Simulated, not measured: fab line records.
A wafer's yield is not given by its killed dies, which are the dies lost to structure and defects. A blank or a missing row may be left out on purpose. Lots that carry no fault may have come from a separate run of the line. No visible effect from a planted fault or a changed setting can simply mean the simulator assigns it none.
Chamber matching | flow nand-harc | 4 sister chambers for NHARC_P_BONDPAD_CMP_19 on cmp-04
The step polishes, t overpolish 30 s, cu recess touch 16 s, target thk 160.81 nm. 8 wafers are shown with their chamber, then 12 later ones without.

== WAFERS WITH THEIR CHAMBER ==
wafer  | chamber | motor-current-A (A) | overpolish-run-s (s)
L076.3 | 2       | 11.3                | 30.001
L079.1 | 0       | 11.6                | 29.989
L087.4 | 3       | 13.1                | 29.997
L087.5 | 1       | 11.1                | 30.002
L087.6 | 0       | 12.1                | 29.995
L091.2 | 2       | 10.7                | 30.002
L091.4 | 1       | 11.5                | 29.988
L091.6 | 3       | 13.2                | 30.007

== WAFERS WITHOUT THEIR CHAMBER ==
wafer  | motor-current-A (A) | overpolish-run-s (s)
L092.1 | 11.1                | 29.992
L092.4 | 13.6                | 29.990
L092.5 | 10.9                | 30.003
L092.2 | 12.0                | 29.987
L092.3 | 11.0                | 29.991
L092.6 | 10.7                | 30.004
L095.2 | 12.0                | 29.996
L095.4 | 11.9                | 30.010
L095.6 | 10.8                | 29.999
L096.2 | 11.7                | 29.999
L096.3 | 13.3                | 30.002
L096.5 | 13.3                | 30.012

== EACH ONE'S CHAMBER ==
wafer  | from the rows above               | in truth
L092.1 | can't be placed: 1 or 2 or 0      | 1
L092.4 | 3                                 | 3
L092.5 | can't be placed: 2 or 1           | 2
L092.2 | can't be placed: 0 or 1           | 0
L092.3 | can't be placed: 1 or 2 or 0      | 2
L092.6 | can't be placed: 2 or 1           | 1
L095.2 | can't be placed: 0 or 1           | 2
L095.4 | can't be placed: 0 or 1 or 2 or 3 | 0
L095.6 | can't be placed: 2 or 1           | 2
L096.2 | can't be placed: 0 or 1 or 2      | 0
L096.3 | 3                                 | 3
L096.5 | 3                                 | 3
Correctly placed: 3 of 12. From these rows, 9 cannot be placed; in 8 the true chamber is one of the candidates. 0 placed wrongly.
How it was worked out, from the rows above alone: a wafer's distance from a chamber is the root of the sum, over the readings, of the square of ((its reading less the chamber's mean) divided by the reading's scatter). The wafer belongs to the nearest chamber; if the next one is less than 2 further off, it can't be placed. The mean given for a chamber averages the wafers shown for that chamber. The scatter: the root of (the sum of the squares of (reading less its chamber's mean) over the shown wafers, divided by (wafers less chambers)).
